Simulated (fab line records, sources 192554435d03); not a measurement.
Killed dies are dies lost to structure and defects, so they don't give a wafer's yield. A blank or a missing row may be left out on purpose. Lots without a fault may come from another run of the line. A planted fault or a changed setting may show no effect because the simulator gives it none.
Chamber matching | flow n5_finfet | N5_BEOL_M0_SAQP_PECVD_96 on pecvd-02: 3 sister chambers
The step deposits a-Si from SiH4/He, target thk 45 nm, time 45.2 s. 16 wafers are shown with their chamber, then 8 later ones without.

WAFERS WITH THEIR CHAMBER
wafer  | chamber | throttle_valve_pct (%) | showerhead_plenum_p_Torr (Torr) | heater_power_w (W)
L075.1 | 1       | 17.9                   | 5.74                            | 515
L075.3 | 2       | 16.4                   | 5.63                            | 590
L075.5 | 2       | 16.6                   | 5.61                            | 579
L077.2 | 0       | 18.8                   | 5.64                            | 645
L077.5 | 0       | 18.8                   | 5.64                            | 641
L077.6 | 2       | 16.5                   | 5.65                            | 582
L082.1 | 2       | 16.4                   | 5.63                            | 497
L082.3 | 2       | 16.4                   | 5.63                            | 510
L082.6 | 2       | 16.5                   | 5.63                            | 503
L083.1 | 2       | 16.5                   | 5.65                            | 551
L083.2 | 0       | 18.8                   | 5.65                            | 698
L083.3 | 1       | 18.0                   | 5.74                            | 553
L084.2 | 2       | 16.4                   | 5.64                            | 561
L084.5 | 1       | 17.9                   | 5.75                            | 534
L084.6 | 0       | 18.8                   | 5.63                            | 728
L091.3 | 0       | 18.7                   | 5.64                            | 718

SIGNATURES (means of the wafers above)
reading                  | chamber 0 | chamber 1 | chamber 2 | scatter within a chamber
throttle_valve_pct       | 18.780    | 17.933    | 16.462    | 0.0641
showerhead_plenum_p_Torr | 5.6400    | 5.7433    | 5.6338    | 0.0106
heater_power_w           | 686.00    | 534.00    | 546.62    | 36.7
Rule: a wafer's distance from a chamber is the root of the sum, over the readings, of the square of ((its reading less the chamber's mean) divided by the reading's scatter). The wafer belongs to the nearest chamber; if the next one is less than 2 further off, it can't be placed. The scatter: the root of (the sum of the squares of (reading less its chamber's mean) over the shown wafers, divided by (wafers less chambers)).

WAFERS WITHOUT THEIR CHAMBER
wafer  | throttle_valve_pct (%) | showerhead_plenum_p_Torr (Torr) | heater_power_w (W)
L091.4 | 16.6                   | 5.63                            | 520
L091.6 | 19.2                   | 5.64                            | 721
L094.2 | 18.9                   | 5.63                            | 691
L094.3 | 16.5                   | 5.64                            | 581
L094.4 | 16.5                   | 5.63                            | 584
L097.1 | 17.6                   | 5.75                            | 556
L097.3 | 19.2                   | 5.64                            | 705
L097.5 | 16.6                   | 5.64                            | 528

WHICH CHAMBER EACH WENT THROUGH
wafer  | from the rows above | in truth
L091.4 | 2                   | 2
L091.6 | 0                   | 0
L094.2 | 0                   | 0
L094.3 | 2                   | 2
L094.4 | 2                   | 2
L097.1 | 1                   | 1
L097.3 | 0                   | 0
L097.5 | 2                   | 2
Placed correctly: 8 of 8. Can't be placed from these rows: 0. Placed wrongly: 0.
